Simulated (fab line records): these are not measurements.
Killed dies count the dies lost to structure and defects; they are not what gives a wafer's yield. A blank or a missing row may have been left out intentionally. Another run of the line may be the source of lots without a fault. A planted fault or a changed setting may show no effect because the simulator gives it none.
Matching of chambers -- flow nand harc -- NHARC_P_GATE_DESCUM_93 on rie diel-03: 4 sister chambers
The step chemistry O2, time 3 s. 20 wafers are shown with their chamber, then 10 later ones without.

WAFERS WITH THEIR CHAMBER
wafer,chamber,showerhead plenum p Torr (Torr),drypump motor current A (A),rf vpp V (V)
L075.1,0,1.93,5.5,59.4
L075.2,3,1.78,5.2,57.6
L075.3,1,1.80,6.4,57.4
L074.1,0,1.93,5.5,58.3
L074.2,3,1.78,5.3,56.8
L074.3,1,1.80,6.4,57.7
L076.1,2,2.05,5.7,59.1
L076.4,3,1.78,5.3,56.9
L076.6,0,1.93,5.6,59.2
L085.1,0,1.93,5.5,58.3
L085.3,3,1.77,5.3,57.7
L085.4,2,2.04,5.7,58.4
L087.4,0,1.93,5.6,56.4
L087.5,1,1.79,6.4,56.7
L087.6,2,2.04,5.7,57.4
L090.2,2,2.04,5.7,58.3
L090.5,0,1.92,5.5,57.0
L090.6,3,1.77,5.3,56.8
L091.2,2,2.04,5.7,58.6
L091.3,0,1.92,5.5,58.6

SIGNATURES (averages over the wafers above)
reading,chamber 0,chamber 1,chamber 2,chamber 3,scatter within a chamber
showerhead plenum p Torr,1.9271,1.7967,2.0420,1.7760,0.00506
drypump motor current A,5.529,6.400,5.700,5.280,0.0373
rf vpp V,58.171,57.267,58.360,57.160,0.797
Rule: for each reading, subtract the chamber's mean from the wafer's reading, divide by that reading's scatter and square the result; add these up over the readings and take the root, which gives the wafer's distance from the chamber. If the next closest chamber is less than 2 further off than the closest, the wafer can't be placed; otherwise it belongs to the closest. The scatter is the square root of a quotient: the sum, over the shown wafers, of each reading's squared deviation from its chamber's mean, divided by wafers minus chambers.

WAFERS WITH NO CHAMBER GIVEN
wafer,showerhead plenum p Torr (Torr),drypump motor current A (A),rf vpp V (V)
L091.4,1.77,5.3,55.7
L092.2,1.77,5.2,56.9
L092.5,1.92,5.6,57.6
L092.6,1.79,6.4,56.3
L095.1,1.92,5.5,57.1
L095.2,2.04,5.7,58.4
L095.4,1.79,6.4,58.1
L097.1,1.79,6.4,57.9
L097.2,1.92,5.5,56.9
L097.5,1.92,5.5,57.9

WHICH CHAMBER EACH WENT THROUGH
wafer,from the rows above,in truth
L091.4,3,3
L092.2,3,3
L092.5,0,0
L092.6,1,1
L095.1,0,0
L095.2,2,2
L095.4,1,1
L097.1,1,1
L097.2,0,0
L097.5,0,0
Correct placement for 10 of the 10. Number that these rows cannot place: 0. Wrongly placed: 0.
